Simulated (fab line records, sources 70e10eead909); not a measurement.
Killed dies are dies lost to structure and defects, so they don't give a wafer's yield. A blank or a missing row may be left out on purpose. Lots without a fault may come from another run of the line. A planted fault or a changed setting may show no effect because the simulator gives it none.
A struck lot beside a sound one | flow nand_harc | 14 steps out of a route of 1302
Sound: wafers L286.2, L286.3, L286.5. Struck: wafer L300.6. (L300.2 of the same lot was not struck and is left out.) The cause comes at the end.
At each step with rows: each side's tool, then ch and its chambers, then its first start. Under that, the readings that differ: sound wafers | struck wafers | difference of the means | sigmas: that difference in standard deviations of wafers without a fault.
alike: readings whose means differ by less than 2 such deviations, and words and numbers that are the same on both sides. not compared: withheld readings, readings that some wafer has no value for, bounds like >300 that may hide the same value, and numbers for which the record gives no deviation and whose values overlap.
The two part at a step that has a row with sigmas, a row that says differs or no value, or rows on one side only. Numbers that don't overlap but have no deviation are shown without sigmas and don't part them. A reading that every wafer of one side lacks parts them only if that side has two wafers or more.

first, 7 steps without rows for these wafers: NHARC_A_CHANNEL_HOLE_D1_COAT_37 (time 65 s); NHARC_A_CHANNEL_HOLE_D1_COAT_04 (resist thk 90 nm); NHARC_A_CHANNEL_HOLE_D1_SOFTBAKE_05 (time 55 s); NHARC_A_CHANNEL_HOLE_D1_EBR_06; NHARC_A_CHANNEL_HOLE_D1_EXPOSE_07 (exposes mask HOLE D1, target cd 100 nm); NHARC_A_CHANNEL_HOLE_D1_PEB_08 (peb time 65 s); NHARC_A_CHANNEL_HOLE_D1_DEVELOP_09 (develop time 35 s).
NHARC_A_CHANNEL_HOLE_D1_CD_MEAS_10: target cd 100 nm.
  sound on cd_sem-03 ch 0, day 9 16:14; struck on cd_sem-01 ch 0, day 15 17:29
  alike: cd_nm
NHARC_A_CHANNEL_HOLE_D1_OVL_MEAS_11:
  sound on overlay-01, day 9 16:19; struck on overlay-01, day 15 17:34
  alike: overlay_x_nm, overlay_y_nm
NHARC_A_CHANNEL_HOLE_D1_INSPECT_12:
  sound on defect_inspect-01, day 9 16:21; struck on defect_inspect-01, day 15 17:36
  alike: raw_defect_count
NHARC_A_CHANNEL_HOLE_D1_DESCUM_15: chemistry O2, time 3 s.
  sound on rie_diel-13 ch 1,3, day 9 16:25; struck on rie_diel-13 ch 0, day 15 17:41
  alike: drypump_motor_current_A, oes_product_au, rf_vpp_V, showerhead_plenum_p_Torr, throttle_valve_pct
  not compared: rf_hours_counter_h
NHARC_A_CHANNEL_HOLE_D1_ETCH_38: etches the open film in CF4, target depth 39 nm, time 65 s.
  sound on rie_diel-13 ch 1,2, day 9 16:31; struck on rie_diel-13 ch 1, day 15 17:46
  reading      | sound             | struck | difference | sigmas
  rf_vpp_V (V) | 150.3 153.1 153.5 | 150.1  | -2.2       | -2
  alike: drypump_motor_current_A, oes_product_au, run_length_s, showerhead_plenum_p_Torr, throttle_valve_pct
  not compared: rf_hours_counter_h
NHARC_A_CHANNEL_HOLE_D1_ETCH_39: etches the open film in N2/H2, target depth 260 nm, time 325 s.
  sound on rie_diel-13 ch 1,2, day 9 16:38; struck on rie_diel-13 ch 1, day 15 17:55
  reading               | sound             | struck | difference | sigmas
  oes_product_au (a.u.) | 1.004 1.000 0.997 | 0.981  | -0.019     | -2
  run_length_s (s)      | 345.3 346.0 346.2 | 264.6  | -81.2      | -99 or more
  alike: drypump_motor_current_A, rf_vpp_V, showerhead_plenum_p_Torr, throttle_valve_pct
  not compared: rf_hours_counter_h
NHARC_A_CHANNEL_HOLE_D1_ETCH_34: etches the open film in CF4/CHF3, target depth 154 nm, time 77 s.
  sound on rie_diel-13 ch 1,2; struck on rie_diel-13 ch 0
  alike: drypump_motor_current_A, oes_product_au, rf_vpp_V, run_length_s, showerhead_plenum_p_Torr, throttle_valve_pct
  not compared: rf_hours_counter_h

WHERE THEY PART
First at NHARC_A_CHANNEL_HOLE_D1_ETCH_38; last, within this record, at NHARC_A_CHANNEL_HOLE_D1_ETCH_39. Later steps at which nothing parts them and some readings are alike: NHARC_A_CHANNEL_HOLE_D1_ETCH_34.

WHY: what the simulator had put in
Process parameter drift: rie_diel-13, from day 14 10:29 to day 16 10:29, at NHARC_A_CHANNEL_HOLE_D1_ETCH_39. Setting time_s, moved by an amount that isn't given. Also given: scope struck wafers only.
